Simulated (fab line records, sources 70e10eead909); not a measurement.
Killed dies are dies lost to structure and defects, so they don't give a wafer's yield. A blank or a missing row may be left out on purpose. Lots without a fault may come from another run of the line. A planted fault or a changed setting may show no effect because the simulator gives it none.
Which tool did it? | flow nand_harc | 24 lots, 72 wafers sampled, at 3 steps of a route of 1302

WHAT THE GAUGES READ, wafer by wafer
NHARC_A_CONTACT_OVL_MEAS_09.
lot  | measured     | on         | overlay_x_nm (nm) | overlay_y_nm (nm)
L074 | day 22 18:07 | overlay-02 | 0.5 -0.1 0.0      | 0.5 0.5 0.1
L075 | day 22 23:32 | overlay-01 | 0.0 0.2 0.8       | 0.3 0.3 0.4
L077 | day 23 13:28 | overlay-02 | -1.4 -1.5 -1.6    | 0.9 1.3 1.4
L076 | day 23 16:03 | overlay-02 | 0.0 -0.2 -0.1     | -0.2 -0.4 -0.3
L078 | day 24 06:27 | overlay-01 | 0.8 0.5 0.3       | -1.0 -1.0 -0.8
L079 | day 24 10:07 | overlay-02 | -0.1 0.2 0.2      | 0.6 1.3 0.7
L080 | day 25 10:31 | overlay-01 | -0.2 0.6 0.3      | 0.0 -0.9 -0.6
L081 | day 25 10:47 | overlay-01 | -0.5 -0.4 -0.2    | -0.8 -0.4 -0.8
L082 | day 25 22:42 | overlay-02 | -0.3 -0.7 -0.8    | 1.6 0.8 1.3
L083 | day 26 05:40 | overlay-02 | -0.1 1.0 0.1      | -1.1 -0.9 -0.9
L085 | day 26 17:22 | overlay-02 | -0.5 0.2 -0.6     | -0.8 -0.9 -0.9
L084 | day 26 19:07 | overlay-02 | 2.2 1.5 1.9       | -0.5 -0.8 -0.4
L086 | day 27 08:29 | overlay-02 | 1.0 0.0 0.5       | -0.2 -0.4 -0.5
L087 | day 28 05:11 | overlay-01 | 1.8 0.8 1.1       | -1.6 -0.8 -0.8
L089 | day 28 12:46 | overlay-02 | 0.9 1.0 0.5       | 0.8 0.4 0.6
L088 | day 28 14:23 | overlay-01 | -0.5 -0.8 -0.4    | -0.9 -0.7 -0.9
L090 | day 28 20:08 | overlay-02 | -0.6 -1.2 -0.5    | 0.9 0.4 1.0
L091 | day 28 23:46 | overlay-02 | -1.3 -1.4 -1.4    | -0.7 -0.9 -0.3
L092 | day 29 15:47 | overlay-02 | -0.4 0.2 0.2      | 0.2 1.1 0.6
L094 | day 30 06:41 | overlay-01 | 0.3 0.1 0.1       | 0.7 1.4 1.6
L093 | day 30 08:04 | overlay-02 | 1.5 1.2 1.1       | 0.3 0.2 0.4
L095 | day 31 06:27 | overlay-02 | 1.5 0.9 0.7       | -0.2 -0.1 0.1
L096 | day 31 14:28 | overlay-01 | -0.7 -1.2 -1.2    | 1.1 1.2 1.5
L097 | day 31 16:19 | overlay-02 | -0.8 -0.8 -0.7    | 0.5 0.1 0.1

NHARC_A_BLC_OVL_MEAS_11.
lot  | measured     | on         | overlay_x_nm (nm) | overlay_y_nm (nm)
L074 | day 23 00:41 | overlay-01 | 0.6 0.2 0.5       | -0.6 -1.0 -0.7
L075 | day 23 06:06 | overlay-01 | -1.1 -0.7 -1.1    | 0.1 -0.3 -0.4
L077 | day 23 19:52 | overlay-01 | 1.4 1.5 1.3       | 0.4 0.1 0.2
L076 | day 23 22:22 | overlay-01 | 1.4 2.1 1.6       | -0.1 0.1 -0.4
L078 | day 24 12:40 | overlay-02 | 1.4 1.3 1.8       | -0.6 -0.9 -0.8
L079 | day 24 16:53 | overlay-01 | -0.6 -0.5 -0.1    | 0.1 0.0 -0.2
L080 | day 25 16:49 | overlay-01 | 0.8 1.3 1.1       | 1.3 0.9 0.4
L081 | day 25 17:09 | overlay-02 | -0.4 0.2 -0.2     | -0.4 -0.3 -0.4
L082 | day 26 05:02 | overlay-02 | 0.8 0.1 0.8       | -0.7 -0.2 -0.8
L083 | day 26 12:01 | overlay-02 | -0.7 -0.5 -0.2    | 0.1 0.5 0.8
L085 | day 26 23:44 | overlay-01 | 0.2 -0.1 -0.1     | 1.2 1.5 1.0
L084 | day 27 01:25 | overlay-02 | 1.2 1.1 0.9       | -0.9 -1.5 -1.2
L086 | day 27 15:20 | overlay-01 | 1.6 1.9 1.9       | 0.6 0.6 1.1
L087 | day 28 12:44 | overlay-01 | -0.3 -0.3 -0.2    | -0.8 -1.4 -0.9
L089 | day 28 19:12 | overlay-01 | -0.3 -0.6 -0.2    | -2.0 -1.8 -1.8
L088 | day 28 21:10 | overlay-02 | 0.5 0.3 0.5       | 0.9 1.0 0.7
L090 | day 29 02:37 | overlay-02 | 1.1 0.8 0.2       | -0.1 0.4 0.5
L091 | day 29 06:13 | overlay-01 | -1.3 -1.3 -1.2    | 1.5 1.7 1.4
L092 | day 29 22:06 | overlay-01 | -0.6 -0.7 -0.6    | -0.1 0.3 -0.1
L094 | day 30 13:01 | overlay-02 | -0.1 -0.7 0.0     | 0.0 0.3 0.1
L093 | day 30 14:21 | overlay-01 | -0.2 -0.4 -0.8    | -0.5 -0.9 -0.7
L095 | day 31 13:34 | overlay-02 | 0.8 0.8 0.3       | -0.1 0.2 0.1
L096 | day 31 21:14 | overlay-02 | -1.3 -1.5 -1.5    | -0.1 -0.3 0.3
L097 | day 31 22:38 | overlay-02 | 1.0 0.6 0.4       | -0.8 -0.4 -1.2

WHICH TOOL RAN EACH LOT (tool, then ch and the chambers of the sampled wafers, then the start)
lot  | NHARC_A_CONTACT_STRIP_82
L074 | rie_diel-11 ch 0,1,2, day 22 18:07 or earlier
L075 | rie_diel-11 ch 0,1, day 22 23:32 or earlier
L077 | rie_diel-08 ch 1,2, day 23 13:28 or earlier
L076 | rie_diel-11 ch 1,2,3, day 23 16:03 or earlier
L078 | rie_diel-04 ch 1,2, day 24 06:27 or earlier
L079 | rie_diel-11 ch 2,3, day 24 10:07 or earlier
L080 | rie_diel-11 ch 0,1,3, day 25 10:31 or earlier
L081 | rie_diel-04 ch 0,1,2, day 25 10:47 or earlier
L082 | rie_diel-04 ch 0,3, day 25 22:42 or earlier
L083 | rie_diel-11 ch 1,2,3, day 26 05:40 or earlier
L085 | rie_diel-04 ch 0,1, day 26 17:22 or earlier
L084 | rie_diel-04 ch 0,1,2, day 26 19:07 or earlier
L086 | rie_diel-08 ch 0,1, day 27 08:29 or earlier
L087 | rie_diel-08 ch 0,1,3, day 28 05:11 or earlier
L089 | rie_diel-04 ch 1,2,3, day 28 12:46 or earlier
L088 | rie_diel-08 ch 0,1,3, day 28 14:23 or earlier
L090 | rie_diel-11 ch 1,2,3, day 28 20:08 or earlier
L091 | rie_diel-11 ch 0,1, day 28 23:46 or earlier
L092 | rie_diel-08 ch 1,2, day 29 15:47 or earlier
L094 | rie_diel-11 ch 1,2,3, day 30 06:41 or earlier
L093 | rie_diel-04 ch 0,1,3, day 30 08:04 or earlier
L095 | rie_diel-04 ch 1,2,3, day 31 06:27 or earlier
L096 | rie_diel-04 ch 2,3, day 31 14:28 or earlier
L097 | rie_diel-04 ch 0,1,3, day 31 16:19 or earlier
- NHARC_A_CONTACT_STRIP_82: strips in O2.

WHAT THE TOOLS THEMSELVES READ (means of the sampled wafers that have a number; where no wafer has one, the mark that the record gives instead)
NHARC_A_CONTACT_STRIP_82.
lot  | tool        | drypump_motor_current_A (A) | o2_flow_sccm (sccm) | oes_product_au (a.u.) | rf_vpp_V (V) | showerhead_plenum_p_Torr (Torr) | throttle_valve_pct (%)
L074 | rie_diel-11 | 5.8                         | 499.8               | 1.006                 | 57.9         | 3.62                            | 17.033
L075 | rie_diel-11 | 5.5                         | 498.9               | 0.998                 | 57.1         | 3.51                            | 17.031
L077 | rie_diel-08 | 6.1                         | 498.8               | 1.003                 | 57.6         | 3.43                            | 17.040
L076 | rie_diel-11 | 5.7                         | 499.0               | 1.002                 | 57.4         | 3.57                            | 17.044
L078 | rie_diel-04 | 5.7                         | 499.8               | 0.990                 | 57.2         | 3.53                            | 17.031
L079 | rie_diel-11 | 5.7                         | 499.4               | 1.001                 | 57.3         | 3.47                            | 17.044
L080 | rie_diel-11 | 5.4                         | 499.7               | 1.006                 | 57.4         | 3.45                            | 17.038
L081 | rie_diel-04 | 5.4                         | 501.4               | 0.985                 | 58.4         | 3.62                            | 17.028
L082 | rie_diel-04 | 5.4                         | 500.2               | 0.998                 | 57.9         | 3.57                            | 17.037
L083 | rie_diel-11 | 5.8                         | 500.6               | 1.003                 | 57.6         | 3.55                            | 17.035
L085 | rie_diel-04 | 5.4                         | 500.1               | 0.996                 | 58.3         | 3.71                            | 17.037
L084 | rie_diel-04 | 5.4                         | 500.8               | 0.995                 | 57.7         | 3.62                            | 17.042
L086 | rie_diel-08 | 5.4                         | 500.2               | 0.993                 | 58.4         | 3.77                            | 17.038
L087 | rie_diel-08 | 5.5                         | 500.6               | 0.996                 | 57.9         | 3.61                            | 17.030
L089 | rie_diel-04 | 5.9                         | 499.1               | 0.994                 | 57.6         | 3.47                            | 17.041
L088 | rie_diel-08 | 5.5                         | 500.4               | 0.995                 | 58.1         | 3.60                            | 17.038
L090 | rie_diel-11 | 5.7                         | 499.9               | 1.001                 | 57.3         | 3.54                            | 17.044
L091 | rie_diel-11 | 5.5                         | 500.4               | 1.005                 | 58.2         | 3.48                            | 17.036
L092 | rie_diel-08 | 5.9                         | 498.7               | 1.005                 | 57.6         | 3.69                            | 17.041
L094 | rie_diel-11 | 5.7                         | 500.9               | 1.003                 | 58.1         | 3.54                            | 17.038
L093 | rie_diel-04 | 5.6                         | 500.7               | 0.997                 | 58.0         | 3.56                            | 17.038
L095 | rie_diel-04 | 5.9                         | 500.0               | 0.986                 | 59.1         | 3.65                            | 17.034
L096 | rie_diel-04 | 5.9                         | 500.1               | 0.984                 | 57.6         | 3.56                            | 17.039
L097 | rie_diel-04 | 5.6                         | 500.1               | 0.990                 | 58.0         | 3.73                            | 17.040

THE ANSWER, worked out from the rows above alone
Rule: what is usual is taken from the lots themselves. Put in order of their means at a reading, lots are off if they are a third of the lots or fewer, leave a main group of 4 or more, and stand apart from it by a gap of 3 or more times the standard deviation of the main group's means; of several such gaps the widest counts. A main group whose means are all the same, to the digits that the tables above print for the reading, isn't used. A lot without any number at a reading at which 4 lots or more have one is off too. The other lots that the step has rows for count as sound. The gauges are gone through in route order, then the tools' own readings, and for those a lot's mean is taken as printed above. The first step at which some lot is off is used, and at that step the reading that is off furthest; a lot without a number counts as furthest.
No lot is off at any reading shown: from this, nothing can be told.

WHAT THE SIMULATOR HAD PUT IN
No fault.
